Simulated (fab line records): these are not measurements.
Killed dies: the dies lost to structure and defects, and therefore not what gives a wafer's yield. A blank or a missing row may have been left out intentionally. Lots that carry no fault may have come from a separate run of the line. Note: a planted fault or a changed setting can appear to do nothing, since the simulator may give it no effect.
Chamber matching | flow nandHarc | 4 sister chambers for NHARC_P_M1_STRIP_18 on rieDiel-13
The step strips in N2/H2. 16 wafers are shown with their chamber, then 8 later ones without.

WAFERS WITH THEIR CHAMBER
wafer  | chamber | drypumpMotorCurrentA (A) | rfVppV (V) | oesProductAu (a.u.)
L987.1 | 2       | 5.3                      | 90.3       | 1.017
L987.3 | 0       | 5.3                      | 89.8       | 1.016
L987.4 | 1       | 6.4                      | 92.1       | 1.002
L989.1 | 0       | 5.3                      | 89.5       | 1.016
L989.3 | 1       | 6.4                      | 91.4       | 1.003
L989.5 | 0       | 5.3                      | 89.4       | 1.009
L990.2 | 1       | 6.5                      | 91.2       | 0.994
L990.5 | 3       | 5.2                      | 91.7       | 1.009
L990.6 | 0       | 5.3                      | 90.4       | 1.010
L991.1 | 2       | 5.3                      | 92.7       | 1.012
L991.4 | 1       | 6.5                      | 90.6       | 0.991
L991.5 | 2       | 5.3                      | 92.3       | 0.997
L992.2 | 2       | 5.3                      | 91.0       | 1.000
L992.5 | 0       | 5.3                      | 89.5       | 1.010
L992.6 | 1       | 6.4                      | 91.4       | 1.005
L993.2 | 0       | 5.3                      | 89.0       | 1.011

SIGNATURES (averages over the wafers above)
reading              | chamber 0 | chamber 1 | chamber 2 | chamber 3 | scatter within a chamber
drypumpMotorCurrentA | 5.300     | 6.440     | 5.300     | 5.200     | 0.0316
rfVppV               | 89.600    | 91.340    | 91.575    | 91.700    | 0.707
oesProductAu         | 1.01200   | 0.99900   | 1.00650   | 1.00900   | 0.00628
Rule: distance of a wafer from a chamber = root of the sum over the readings of ((wafer's reading minus chamber's mean) / reading's scatter) squared. The wafer belongs to the nearest chamber; if the next one is less than 2 further off, it can't be placed. The scatter: take each reading less its chamber's mean, square it, sum over the shown wafers, divide by the number of wafers less the number of chambers, and take the root.

WAFERS MISSING THEIR CHAMBER
wafer  | drypumpMotorCurrentA (A) | rfVppV (V) | oesProductAu (a.u.)
L993.5 | 5.3                      | 91.0       | 1.015
L993.6 | 5.3                      | 91.0       | 1.004
L103.2 | 5.3                      | 90.5       | 1.006
L103.3 | 5.3                      | 91.9       | 1.005
L103.4 | 5.3                      | 90.7       | 1.009
L106.1 | 5.3                      | 92.2       | 0.992
L106.3 | 5.3                      | 88.8       | 0.995
L106.5 | 5.3                      | 90.2       | 1.006

EACH ONE'S CHAMBER
wafer  | from the rows above          | in truth
L993.5 | can't be placed: 2 or 0 or 3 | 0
L993.6 | can't be placed: 2 or 0      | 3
L103.2 | can't be placed: 2 or 0      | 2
L103.3 | 2                            | 2
L103.4 | can't be placed: 2 or 0      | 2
L106.1 | can't be placed: 2 or 3      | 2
L106.3 | can't be placed: 0 or 2      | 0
L106.5 | can't be placed: 0 or 2      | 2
Correct placement for 1 of the 8. Not placeable from these rows: 7 (in 6, the candidates include the true chamber). Placed wrongly: 0.
